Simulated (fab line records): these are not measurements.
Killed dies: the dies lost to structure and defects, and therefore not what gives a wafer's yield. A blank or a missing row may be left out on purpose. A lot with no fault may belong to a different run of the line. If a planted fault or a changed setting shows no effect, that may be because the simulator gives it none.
fab line records	flow nand-harc
record lots=6	wafers=18	last-day=32
route steps=1302 shown A_ONON_D2@552 END@1302
lots that met no fault: taken from a fault-free run of the same line
start-h: hours from the record's first day to the start of the lot's first wafer shown	wait-h: time in hours since the lot's previous step	" repeats the value in the row above	L1.1+2: a single row standing in for several wafers	- value missing, or start not given	* or withheld: withheld	< > ~ a bound
route shown NAME@n: NAME is a module with steps in the file, n the number in the route of the first one	usual: the fault-free wafers' mean and standard deviation	same: alike in all rows	chamber/n: place in a boat	sites: each site's reading	_std_site: their standard deviation	_edge_site: the outer-site mean with the inner-site mean subtracted	radius-mm: how far each site lies from the wafer's centre	mask NAME#n: copy n	behind: the last tool/chamber to shape the wafer	hold: cause of the lot's hold/its duration in hours/its outcome	device: transistor that didn't switch, given as n, p or np	end of line: at the end of the route, the tests of the same wafers	step lacking rows: just its recipe	killed: the dies lost at the first sort to structure and to defects; this is not the yield of the wafer	map: shows each die of a wafer: x if killed, . if not, _ if none is there
set.NAME: the run value of the setting; set.NAME@STEP: its run value at that earlier step	model.NAME: the simulator's own value behind a step, which no gauge read
lots seen at some steps along the route; tables by step, rows by wafer
services: the hour from which a tool's chamber was out of use, counted from the record's first day as start-h (under 0 if before that day), plus the number of hours and why
## steps
# step NHARC_A_ONON_D2_THK_MEAS_11
# recipe thk-meas-gauge=ellipsometry
# usual thk-nm=1001/10
lot.wafer	tool	chamber	start-h	wait-h	thk-nm
L997.1	film-metro-01	-	304.64	-	996
L997.4	"	-	"	"	997
L997.6	"	-	"	"	994
L995.4	film-metro-01	-	309.63	-	1004
L995.5	"	-	"	"	1005
L995.6	"	-	"	"	1005
L101.2	film-metro-01	-	355.38	-	999
L101.3	"	-	"	"	999
L101.5	"	-	"	"	997
L104.1	film-metro-01	-	383.76	-	1020
L104.3	"	-	"	"	1017
L104.4	"	-	"	"	1018
L109.1	film-metro-02	-	450.13	-	1001
L109.2	"	-	"	"	1003
L109.3	"	-	"	"	1000
L112.2	film-metro-02	-	492.74	-	1004
L112.3	"	-	"	"	1003
L112.4	"	-	"	"	1004
# step NHARC_A_ONON_D2_DEP_12
# recipe target-thk-a=10000	n2-flow-sccm=2750	n2o-flow-sccm=2000	nh3-flow-sccm=500	sih4-flow-sccm=210	temp-c=400
# step NHARC_A_ONON_D2_THK_MEAS_14
# recipe thk-meas-gauge=ellipsometry
# usual thk-nm=998/13
lot.wafer	tool	chamber	start-h	wait-h	thk-nm
L997.1	film-metro-01	-	305.20	-	1013
L997.4	"	-	"	"	1015
L997.6	"	-	"	"	1015
L995.4	film-metro-01	-	310.22	-	1017
L995.5	"	-	"	"	1016
L995.6	"	-	"	"	1016
L101.2	film-metro-01	-	355.95	-	990
L101.3	"	-	"	"	990
L101.5	"	-	"	"	990
L104.1	film-metro-01	-	384.33	-	1018
L104.3	"	-	"	"	1018
L104.4	"	-	"	"	1018
L109.1	film-metro-02	-	450.70	-	1002
L109.2	"	-	"	"	1004
L109.3	"	-	"	"	1002
L112.2	film-metro-01	-	493.31	-	995
L112.3	"	-	"	"	995
L112.4	"	-	"	"	994
# step NHARC_A_ONON_D2_ANNEAL_15
# recipe temp-c=750	time-s=3600
# step NHARC_A_ONON_D2_DEP_16
# recipe target-thk-a=10000	n2-flow-sccm=2750	n2o-flow-sccm=2000	nh3-flow-sccm=500	sih4-flow-sccm=210	temp-c=400
# step NHARC_A_ONON_D2_THK_MEAS_18
# recipe thk-meas-gauge=ellipsometry
# usual thk-nm=1003/9.4
lot.wafer	tool	chamber	start-h	wait-h	thk-nm
L997.1	film-metro-01	-	312.59	-	1014
L997.4	"	-	"	"	1012
L997.6	"	-	"	"	1011
L995.4	film-metro-02	-	317.87	-	1021
L995.5	"	-	"	"	1022
L995.6	"	-	"	"	1019
L101.2	film-metro-01	-	363.33	-	1001
L101.3	"	-	"	"	1000
L101.5	"	-	"	"	1001
L104.1	film-metro-02	-	392.54	-	999
L104.3	"	-	"	"	999
L104.4	"	-	"	"	999
L109.1	film-metro-01	-	458.35	-	1006
L109.2	"	-	"	"	1004
L109.3	"	-	"	"	1006
L112.2	film-metro-02	-	500.67	-	990
L112.3	"	-	"	"	990
L112.4	"	-	"	"	989
# step NHARC_A_ONON_D2_DEP_19
# recipe target-thk-a=10000	n2-flow-sccm=2750	n2o-flow-sccm=2000	nh3-flow-sccm=500	sih4-flow-sccm=210	temp-c=400
# step NHARC_A_ONON_D2_THK_MEAS_21
# recipe thk-meas-gauge=ellipsometry
# usual thk-nm=1000/10
lot.wafer	tool	chamber	start-h	wait-h	thk-nm
L997.1	film-metro-01	-	313.16	-	1011
L997.4	"	-	"	"	1012
L997.6	"	-	"	"	1011
L995.4	film-metro-01	-	318.44	-	1008
L995.5	"	-	"	"	1008
L995.6	"	-	"	"	1007
L101.2	film-metro-01	-	363.89	-	993
L101.3	"	-	"	"	992
L101.5	"	-	"	"	993
L104.1	film-metro-01	-	393.11	-	1017
L104.3	"	-	"	"	1017
L104.4	"	-	"	"	1017
L109.1	film-metro-01	-	458.92	-	996
L109.2	"	-	"	"	995
L109.3	"	-	"	"	995
L112.2	film-metro-02	-	501.35	-	999
L112.3	"	-	"	"	997
L112.4	"	-	"	"	996
# step NHARC_A_ONON_D2_DEP_22
# recipe target-thk-a=10000	n2-flow-sccm=2750	n2o-flow-sccm=2000	nh3-flow-sccm=500	sih4-flow-sccm=210	temp-c=400
# step NHARC_A_ONON_D2_THK_MEAS_24
# recipe thk-meas-gauge=ellipsometry
# usual thk-nm=1001/8.7
lot.wafer	tool	chamber	start-h	wait-h	thk-nm
L997.1	film-metro-01	-	313.73	-	999
L997.4	"	-	"	"	1000
L997.6	"	-	"	"	1000
L995.4	film-metro-01	-	319.01	-	995
L995.5	"	-	"	"	993
L995.6	"	-	"	"	991
L101.2	film-metro-01	-	364.45	-	988
L101.3	"	-	"	"	988
L101.5	"	-	"	"	987
L104.1	film-metro-01	-	393.67	-	999
L104.3	"	-	"	"	1000
L104.4	"	-	"	"	999
L109.1	film-metro-02	-	459.51	-	994
L109.2	"	-	"	"	995
L109.3	"	-	"	"	994
L112.2	film-metro-01	-	501.96	-	996
L112.3	"	-	"	"	996
L112.4	"	-	"	"	997
# step NHARC_A_ONON_D2_DEP_25
# recipe target-thk-a=10000	n2-flow-sccm=2750	n2o-flow-sccm=2000	nh3-flow-sccm=500	sih4-flow-sccm=210	temp-c=400
# step NHARC_A_ONON_D2_THK_MEAS_27
# recipe thk-meas-gauge=ellipsometry
# usual thk-nm=997/9.4
lot.wafer	tool	chamber	start-h	wait-h	thk-nm
L997.1	film-metro-02	-	314.30	-	1011
L997.4	"	-	"	"	1011
L997.6	"	-	"	"	1009
L995.4	film-metro-02	-	319.57	-	1015
L995.5	"	-	"	"	1012
L995.6	"	-	"	"	1015
L101.2	film-metro-01	-	365.02	-	996
L101.3	"	-	"	"	994
L101.5	"	-	"	"	996
L104.1	film-metro-01	-	394.24	-	995
L104.3	"	-	"	"	994
L104.4	"	-	"	"	997
L109.1	film-metro-01	-	460.08	-	977
L109.2	"	-	"	"	975
L109.3	"	-	"	"	977
L112.2	film-metro-02	-	502.53	-	985
L112.3	"	-	"	"	985
L112.4	"	-	"	"	985
# step NHARC_A_ONON_D2_DEP_28
# recipe target-thk-a=10000	n2-flow-sccm=2750	n2o-flow-sccm=2000	nh3-flow-sccm=500	sih4-flow-sccm=210	temp-c=400
lot.wafer	tool	chamber	start-h	wait-h
L997.1+4+6	pecvd-onon-02	0	314.35	0.1
L995.4+5+6	pecvd-onon-03	0	319.80	0.2
L101.2+3+5	pecvd-onon-03	0	365.13	0.1
L104.1+3+4	pecvd-onon-03	0	394.29	0.1
L109.1+2+3	pecvd-onon-04	0	460.14	0.1
L112.2+3+4	pecvd-onon-03	0	502.64	0.1
# step NHARC_A_ONON_D2_THK_MEAS_30
# recipe thk-meas-gauge=ellipsometry
# usual thk-nm=1000/10
lot.wafer	tool	chamber	start-h	wait-h	thk-nm
L997.1	film-metro-01	-	314.85	-	993
L997.4	"	-	"	"	994
L997.6	"	-	"	"	993
L995.4	film-metro-01	-	320.14	-	1004
L995.5	"	-	"	"	1005
L995.6	"	-	"	"	1004
L101.2	film-metro-02	-	365.59	-	330
L101.3	"	-	"	"	332
L101.5	"	-	"	"	330
L104.1	film-metro-02	-	394.80	-	316
L104.3	"	-	"	"	317
L104.4	"	-	"	"	318
L109.1	film-metro-02	-	460.65	-	1019
L109.2	"	-	"	"	1020
L109.3	"	-	"	"	1019
L112.2	film-metro-02	-	503.09	-	993
L112.3	"	-	"	"	994
L112.4	"	-	"	"	996
# step NHARC_A_ONON_D2_DEP_33
# recipe target-thk-a=2000	temp-c=400	pressure-torr=6.5	rf-w=900	teos-flow-sccm=161.4	flow-sccm=2650	target-thk-nm=200	gas=O2	material=SiO2
# usual flow-sccm=2650/8.7	heater-power-outer-w=285/93	heater-power-w=542/120	throttle-valve-pct=16.1/0.52
lot.wafer	tool	chamber	start-h	wait-h	flow-sccm	heater-power-outer-w	heater-power-w	throttle-valve-pct
L997.1	pecvd-02	1	314.96	0.1	2655	212	425	17.4
L997.6	"	0	"	"	2651	474	759	16.3
L997.4	"	2	"	"	2662	243	525	15.8
L995.6	pecvd-02	0	320.40	0.3	2646	508	819	16.4
L995.4	"	1	"	"	2654	169	362	17.3
L995.5	"	2	"	"	2643	306	632	16.1
L101.3	pecvd-04	2	365.64	0.1	2657	147	430	15.5
L101.2	"	0	"	"	2655	433	680	16.2
L101.5	"	0	"	"	2661	420	711	16.0
L104.3	pecvd-04	0	394.85	0.1	2665	416	679	15.8
L104.1	"	1	"	"	2646	274	506	16.1
L104.4	"	1	"	"	2641	272	525	16.2
L109.3	pecvd-02	2	460.71	0.1	2637	341	661	15.7
L109.1	"	0	"	"	2648	466	771	16.6
L109.2	"	1	"	"	2660	147	321	16.7
L112.3	pecvd-03	1	503.14	0.1	2654	340	666	15.7
L112.2	"	2	"	"	2646	243	451	16.5
L112.4	"	2	"	"	2666	253	460	16.6
# step NHARC_END_SORT_01
# recipe temp-c=25
# usual killed-at-array=52/16	killed-at-other=0.8/1.1	killed-at-periphery=4.2/2.5	killed-dies=57/16	killed-open=3.4/2	killed-short=2.6/1.6
# same gross-dies=677
lot.wafer	tool	chamber	start-h	wait-h	killed-at-array	killed-at-other	killed-at-periphery	killed-dies	killed-open	killed-short
L997.1	prober-02	0	602.54	2.6	73	0	5	78	4	2
L997.4	prober-02	0	604.92	3.4	69	1	2	72	4	2
L997.6	prober-02	0	606.51	4.0	69	0	3	72	2	4
L995.4	prober-02	0	612.71	3.4	55	0	4	59	2	2
L995.5	prober-02	0	613.51	3.7	48	1	3	52	6	1
L995.6	prober-02	0	614.31	4.0	59	1	4	64	4	1
L101.2	prober-02	0	635.10	2.8	671	2	4	677	6	2
L101.3	prober-02	0	635.89	3.1	672	2	3	677	1	3
L101.5	prober-02	0	637.47	3.7	671	1	5	677	2	5
L104.1	prober-01	0	668.57	2.5	673	0	4	677	4	1
L104.3	prober-01	0	670.18	3.1	671	0	6	677	5	4
L104.4	prober-01	0	670.98	3.4	673	0	4	677	3	2
L109.1	prober-01	0	742.92	2.5	38	1	7	46	2	2
L109.2	prober-01	0	743.73	2.8	51	4	3	58	4	4
L109.3	prober-01	0	744.53	3.1	32	3	4	39	2	3
L112.2	prober-01	0	777.94	2.8	47	1	6	54	4	3
L112.3	prober-01	0	778.73	3.1	43	0	6	49	4	5
L112.4	prober-01	0	779.52	3.4	41	1	6	48	2	4
# killed by level:class
L997.1 A_CHANNEL_HOLE_D1:chamber-film-flake=38 A_SLIT:chamber-film-flake=14 A_CHANNEL_HOLE_D2:chamber-film-flake=6 A_CONTACT:chamber-film-flake=5 A_DECK1_JOINT:geometric-particle:short=2 A_CONTACT:geometric-particle:open=2 A_STAIRCASE:chamber-film-flake=2 P_M0:geometric-particle:open=1
L997.4 A_CHANNEL_HOLE_D1:chamber-film-flake=32 A_SLIT:chamber-film-flake=18 A_CHANNEL_HOLE_D2:chamber-film-flake=7 A_CHANNEL_FILL_D2:chamber-film-flake=4 A_CONTACT:chamber-film-flake=2 P_M0:geometric-particle:open=1 P_M1:geometric-particle:open=1 A_ONON_D1:geometric-particle:short=1
L997.6 A_CHANNEL_HOLE_D1:chamber-film-flake=32 A_SLIT:chamber-film-flake=20 A_CHANNEL_HOLE_D2:chamber-film-flake=6 A_CONTACT:chamber-film-flake=4 A_WL_FILL:geometric-particle:short=2 P_GATE:chamber-film-flake=2 A_SGD_CUT:chamber-film-flake=2 P_CONTACT:geometric-particle:open=1
L995.4 A_CHANNEL_HOLE_D1:chamber-film-flake=38 A_CHANNEL_HOLE_D2:chamber-film-flake=6 A_CONTACT:chamber-film-flake=5 P_GATE:chamber-film-flake=2 P_M0:geometric-particle:open=1 A_CHANNEL_FILL_D1:geometric-particle:short=1 A_SGD_CUT:geometric-particle:open=1 A_WL_FILL:geometric-particle:short=1
L995.5 A_CHANNEL_HOLE_D1:chamber-film-flake=24 A_CHANNEL_HOLE_D2:chamber-film-flake=8 A_CONTACT:chamber-film-flake=6 A_CONTACT:geometric-particle:open=2 P_CONTACT:geometric-particle:open=1 A_CHANNEL_FILL_D1:geometric-particle:open=1 A_ONON_D2:geometric-particle:open=1 A_M1:geometric-particle:open=1
L995.6 A_CHANNEL_HOLE_D1:chamber-film-flake=34 A_CONTACT:chamber-film-flake=7 A_CHANNEL_HOLE_D2:chamber-film-flake=6 A_STAIRCASE:chamber-film-flake=3 A_SLIT:chamber-film-flake=2 A_M1:chamber-film-flake=2 P_CONTACT:geometric-particle:open=1 P_M1:geometric-particle:short=1
L101.2 A_ONON_D2:area-dep=626 A_CHANNEL_HOLE_D1:chamber-film-flake=18 A_CHANNEL_HOLE_D2:chamber-film-flake=15 A_CHANNEL_FILL_D1:geometric-particle:open=2 A_WL_FILL:geometric-particle:short=2 A_WL_FILL:geometric-particle:open=2 P_STI:chamber-film-flake=2 A_CONTACT:chamber-film-flake=2
L101.3 A_ONON_D2:area-dep=617 A_CHANNEL_HOLE_D1:chamber-film-flake=31 A_CHANNEL_HOLE_D2:chamber-film-flake=9 A_STAIRCASE:chamber-film-flake=5 A_CONTACT:chamber-film-flake=3 P_M2:chamber-film-flake=2 THIN_TSV:chamber-film-flake=2 A_CHANNEL_FILL_D1:geometric-particle:short=1
L101.5 A_ONON_D2:area-dep=610 A_CHANNEL_HOLE_D1:chamber-film-flake=32 A_CHANNEL_HOLE_D2:chamber-film-flake=11 A_CONTACT:chamber-film-flake=4 P_STI:chamber-film-flake=3 A_CHANNEL_FILL_D1:chamber-film-flake=3 A_CHANNEL_FILL_D1:geometric-particle:short=2 A_CHANNEL_FILL_D2:geometric-particle:short=2
L104.1 A_ONON_D2:area-dep=625 A_SLIT:chamber-film-flake=16 A_CHANNEL_HOLE_D2:chamber-film-flake=10 A_CHANNEL_HOLE_D1:chamber-film-flake=7 A_STAIRCASE:chamber-film-flake=6 A_CONTACT:chamber-film-flake=3 P_GATE:chamber-film-flake=2 A_CHANNEL_HOLE_D1:geometric-particle:short=1
L104.3 A_ONON_D2:area-dep=610 A_SLIT:chamber-film-flake=37 A_CHANNEL_HOLE_D2:chamber-film-flake=10 A_STAIRCASE:chamber-film-flake=3 A_WL_FILL:geometric-particle:open=2 P_CONTACT:chamber-film-flake=2 A_CONTACT:chamber-film-flake=2 P_GATE:geometric-particle:open=1
L104.4 A_ONON_D2:area-dep=622 A_SLIT:chamber-film-flake=29 A_CHANNEL_HOLE_D2:chamber-film-flake=7 A_CHANNEL_HOLE_D1:chamber-film-flake=6 A_STAIRCASE:chamber-film-flake=4 P_BONDPAD:chamber-film-flake=2 P_CONTACT:geometric-particle:short=1 P_M0:geometric-particle:open=1
L109.1 A_CHANNEL_HOLE_D2:chamber-film-flake=15 A_CHANNEL_HOLE_D1:chamber-film-flake=7 A_SLIT:chamber-film-flake=4 A_CONTACT:chamber-film-flake=3 P_STI:chamber-film-flake=2 P_GATE:chamber-film-flake=2 P_M2:chamber-film-flake=2 A_CHANNEL_FILL_D1:chamber-film-flake=2
L109.2 A_CHANNEL_HOLE_D2:chamber-film-flake=21 A_CHANNEL_HOLE_D1:chamber-film-flake=8 A_SLIT:chamber-film-flake=7 THIN_TSV:chamber-film-flake=4 A_SGD_CUT:chamber-film-flake=3 A_CONTACT:chamber-film-flake=3 P_M0:geometric-particle:open=2 A_WL_FILL:geometric-particle:short=2
L109.3 A_CHANNEL_HOLE_D2:chamber-film-flake=11 A_CHANNEL_HOLE_D1:chamber-film-flake=7 A_SGD_CUT:chamber-film-flake=4 A_SLIT:chamber-film-flake=3 A_CHANNEL_FILL_D1:chamber-film-flake=2 THIN_TSV:chamber-film-flake=2 P_CONTACT:geometric-particle:open=1 A_ONON_D1:geometric-particle:short=1
L112.2 A_CHANNEL_HOLE_D2:chamber-film-flake=31 A_SLIT:chamber-film-flake=4 A_CHANNEL_HOLE_D1:chamber-film-flake=3 P_GATE:chamber-film-flake=2 A_CHANNEL_FILL_D1:chamber-film-flake=2 P_CONTACT:geometric-particle:open=1 P_M0:geometric-particle:short=1 P_M0:geometric-particle:open=1
L112.3 A_CHANNEL_HOLE_D2:chamber-film-flake=20 A_SLIT:chamber-film-flake=10 P_GATE:geometric-particle:open=2 P_GATE:chamber-film-flake=2 A_ZERO_WELL:chamber-film-flake=2 A_CONTACT:chamber-film-flake=2 P_CONTACT:geometric-particle:short=1 P_M0:geometric-particle:short=1
L112.4 A_CHANNEL_HOLE_D2:chamber-film-flake=30 A_SLIT:chamber-film-flake=5 P_GATE:chamber-film-flake=4 P_GATE:geometric-particle:open=2 A_SOURCE_PLATE:geometric-particle:short=1 A_CHANNEL_FILL_D1:geometric-particle:short=1 A_STAIRCASE:geometric-particle:short=1 A_WL_FILL:geometric-particle:short=1
# map L101.2 (x killed, . not)
____________x____________
_________xxxxxxx_________
_______xxxxxxxxxxx_______
______xxxxxxxxxxxxx______
_____xxxxxxxxxxxxxxx_____
____xxxxxxxxxxxxxxxxx____
____xxxxxxxxxxxxxxxxx____
___xxxxxxxxxxxxxxxxxxx___
___xxxxxxxxxxxxxxxxxxx___
__xxxxxxxxxxxxxxxxxxxxx__
__xxxxxxxxxxxxxxxxxxxxx__
_xxxxxxxxxxxxxxxxxxxxxxx_
_xxxxxxxxxxxxxxxxxxxxxxx_
_xxxxxxxxxxxxxxxxxxxxxxx_
_xxxxxxxxxxxxxxxxxxxxxxx_
_xxxxxxxxxxxxxxxxxxxxxxx_
xxxxxxxxxxxxxxxxxxxxxxxxx
xxxxxxxxxxxxxxxxxxxxxxxxx
xxxxxxxxxxxxxxxxxxxxxxxxx
xxxxxxxxxxxxxxxxxxxxxxxxx
xxxxxxxxxxxxxxxxxxxxxxxxx
_xxxxxxxxxxxxxxxxxxxxxxx_
_xxxxxxxxxxxxxxxxxxxxxxx_
_xxxxxxxxxxxxxxxxxxxxxxx_
_xxxxxxxxxxxxxxxxxxxxxxx_
_xxxxxxxxxxxxxxxxxxxxxxx_
__xxxxxxxxxxxxxxxxxxxxx__
__xxxxxxxxxxxxxxxxxxxxx__
___xxxxxxxxxxxxxxxxxxx___
___xxxxxxxxxxxxxxxxxxx___
____xxxxxxxxxxxxxxxxx____
____xxxxxxxxxxxxxxxxx____
_____xxxxxxxxxxxxxxx_____
______xxxxxxxxxxxxx______
_______xxxxxxxxxxx_______
_________xxxxxxx_________
____________x____________
# map L104.1 (x killed, . not)
____________x____________
_________xxxxxxx_________
_______xxxxxxxxxxx_______
______xxxxxxxxxxxxx______
_____xxxxxxxxxxxxxxx_____
____xxxxxxxxxxxxxxxxx____
____xxxxxxxxxxxxxxxxx____
___xxxxxxxxxxxxxxxxxxx___
___xxxxxxxxxxxxxxxxxxx___
__xxxxxxxxxxxxxxxxxxxxx__
__xxxxxxxxxxxxxxxxxxxxx__
_xxxxxxxxxxxxxxxxxxxxxxx_
_xxxxxxxxxxxxxxxxxxxxxxx_
_xxxxxxxxxxxxxxxxxxxxxxx_
_xxxxxxxxxxxxxxxxxxxxxxx_
_xxxxxxxxxxxxxxxxxxxxxxx_
xxxxxxxxxxxxxxxxxxxxxxxxx
xxxxxxxxxxxxxxxxxxxxxxxxx
xxxxxxxxxxxxxxxxxxxxxxxxx
xxxxxxxxxxxxxxxxxxxxxxxxx
xxxxxxxxxxxxxxxxxxxxxxxxx
_xxxxxxxxxxxxxxxxxxxxxxx_
_xxxxxxxxxxxxxxxxxxxxxxx_
_xxxxxxxxxxxxxxxxxxxxxxx_
_xxxxxxxxxxxxxxxxxxxxxxx_
_xxxxxxxxxxxxxxxxxxxxxxx_
__xxxxxxxxxxxxxxxxxxxxx__
__xxxxxxxxxxxxxxxxxxxxx__
___xxxxxxxxxxxxxxxxxxx___
___xxxxxxxxxxxxxxxxxxx___
____xxxxxxxxxxxxxxxxx____
____xxxxxxxxxxxxxxxxx____
_____xxxxxxxxxxxxxxx_____
______xxxxxxxxxxxxx______
_______xxxxxxxxxxx_______
_________xxxxxxx_________
____________x____________
## services
tool	chamber	start-h	hours	kind
pecvd-04	-	303.80	1.0	repair
pecvd-02	0	305.80	3.8	repair
pecvd-onon-04	-	311.54	13.0	pm
pecvd-03	-	366.06	13.0	pm
pecvd-03	0	366.06	13.0	vent-cycle
pecvd-03	1	366.06	13.0	vent-cycle
pecvd-onon-02	-	366.16	13.0	pm
pecvd-onon-03	-	408.00	13.0	pm
pecvd-02	-	408.35	13.0	pm
pecvd-02	0	408.35	13.0	vent-cycle
pecvd-02	1	408.35	13.0	vent-cycle
pecvd-02	2	408.35	13.0	vent-cycle
pecvd-02	0	421.35	-	clean
pecvd-02	1	421.35	-	clean
pecvd-02	2	421.35	-	clean
pecvd-04	-	450.18	13.0	pm
pecvd-04	0	450.18	13.0	vent-cycle
pecvd-04	1	450.18	13.0	vent-cycle
pecvd-04	2	450.18	13.0	vent-cycle
pecvd-03	1	454.60	2.7	repair
pecvd-04	0	463.18	-	clean
pecvd-04	1	463.18	-	clean
pecvd-04	2	463.18	-	clean
pecvd-onon-04	-	492.54	13.0	pm
## key
first-sign step=NHARC_A_ONON_D2_THK_MEAS_30	reading=thk-nm	direction=down	sigmas=66	usual=1000	struck=324
effect step=NHARC_END_SORT_01	reading=killed-at-array	direction=up	sigmas=39	usual=52	struck=672
more-kills-born-at NHARC_A_ONON_D2_DEP_28@pecvd-onon-03=3710
met-at NHARC_A_ONON_D2_DEP_28
struck-wafers L101.2,L101.3,L101.5,L104.1,L104.3,L104.4
later-rows-left-out L101.2,L101.3,L101.5,L104.1,L104.3,L104.4
tester-left-out L101,L104
onset-between 319.80 365.13
fault kind=process-parameter-drift	tool=pecvd-onon-03	chamber=0	onset-h=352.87	steps=NHARC_A_ONON_D2_DEP_28	channel=target-thk-a	offset=*	shape=step	end-h=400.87	acts-in=*	stated=*
# tester-left-out: of these lots the tester's yield and bins aren't shown, on N5 and GAA mostly nor the transistor test; their killed dies are dies lost to structure and defects alone, not to doping, threshold or leakage, so they don't give the yield
# later-rows-left-out: the simulator's readings of these wafers behind a module that went badly wrong aren't trusted and aren't shown, but for the sort
